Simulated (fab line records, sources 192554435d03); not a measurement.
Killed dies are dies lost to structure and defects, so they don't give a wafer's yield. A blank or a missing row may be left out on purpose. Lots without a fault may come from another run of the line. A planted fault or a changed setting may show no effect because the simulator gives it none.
Chamber matching | flow n5_finfet | N5_BEOL_M10_VIA_ETCH_34 on rie_diel-06: 4 sister chambers
The step etches SiCOH lowk in C4F6/O2, target depth 184.5 nm, time 69.2 s. 20 wafers are shown with their chamber, then 10 later ones without.

WAFERS WITH THEIR CHAMBER
wafer  | chamber | drypump_motor_current_A (A) | rf_vpp_V (V) | throttle_valve_pct (%)
L074.3 | 1       | 6.5                         | 691          | 20.59
L074.4 | 3       | 5.7                         | 651          | 20.52
L074.6 | 0       | 5.3                         | 640          | 21.25
L079.3 | 0       | 5.4                         | 638          | 21.28
L079.4 | 3       | 5.7                         | 652          | 20.54
L079.6 | 0       | 5.4                         | 639          | 21.26
L080.1 | 2       | 6.4                         | 703          | 20.57
L080.3 | 3       | 5.7                         | 650          | 20.53
L080.4 | 1       | 6.5                         | 691          | 20.59
L082.3 | 1       | 6.5                         | 692          | 20.60
L082.4 | 3       | 5.7                         | 652          | 20.54
L082.6 | 1       | 6.5                         | 692          | 20.61
L084.2 | 0       | 5.3                         | 640          | 21.30
L084.4 | 2       | 6.4                         | 703          | 20.58
L084.6 | 0       | 5.3                         | 639          | 21.32
L085.1 | 1       | 6.5                         | 692          | 20.63
L085.2 | 3       | 5.7                         | 651          | 20.55
L085.6 | 2       | 6.4                         | 702          | 20.56
L089.2 | 0       | 5.4                         | 649          | 20.99
L089.4 | 2       | 6.4                         | 702          | 20.61

SIGNATURES (means of the wafers above)
reading                 | chamber 0 | chamber 1 | chamber 2 | chamber 3 | scatter within a chamber
drypump_motor_current_A | 5.350     | 6.500     | 6.400     | 5.700     | 0.0306
rf_vpp_V                | 640.83    | 691.60    | 702.50    | 651.20    | 2.34
throttle_valve_pct      | 21.2333   | 20.6040   | 20.5800   | 20.5360   | 0.0695
Rule: a wafer's distance from a chamber is the root of the sum, over the readings, of the square of ((its reading less the chamber's mean) divided by the reading's scatter). The wafer belongs to the nearest chamber; if the next one is less than 2 further off, it can't be placed. The scatter: the root of (the sum of the squares of (reading less its chamber's mean) over the shown wafers, divided by (wafers less chambers)).

WAFERS WITHOUT THEIR CHAMBER
wafer  | drypump_motor_current_A (A) | rf_vpp_V (V) | throttle_valve_pct (%)
L089.6 | 6.4                         | 702          | 20.62
L092.1 | 5.7                         | 651          | 20.57
L092.3 | 6.4                         | 703          | 20.60
L092.4 | 6.5                         | 692          | 20.64
L095.1 | 5.4                         | 649          | 21.01
L095.2 | 5.7                         | 650          | 20.58
L095.4 | 6.4                         | 703          | 20.62
L096.4 | 6.4                         | 703          | 20.63
L096.5 | 5.3                         | 649          | 20.99
L096.6 | 5.7                         | 649          | 20.60

WHICH CHAMBER EACH WENT THROUGH
wafer  | from the rows above | in truth
L089.6 | 2                   | 2
L092.1 | 3                   | 3
L092.3 | 2                   | 2
L092.4 | 1                   | 1
L095.1 | 0                   | 0
L095.2 | 3                   | 3
L095.4 | 2                   | 2
L096.4 | 2                   | 2
L096.5 | 0                   | 0
L096.6 | 3                   | 3
Placed correctly: 10 of 10. Can't be placed from these rows: 0. Placed wrongly: 0.
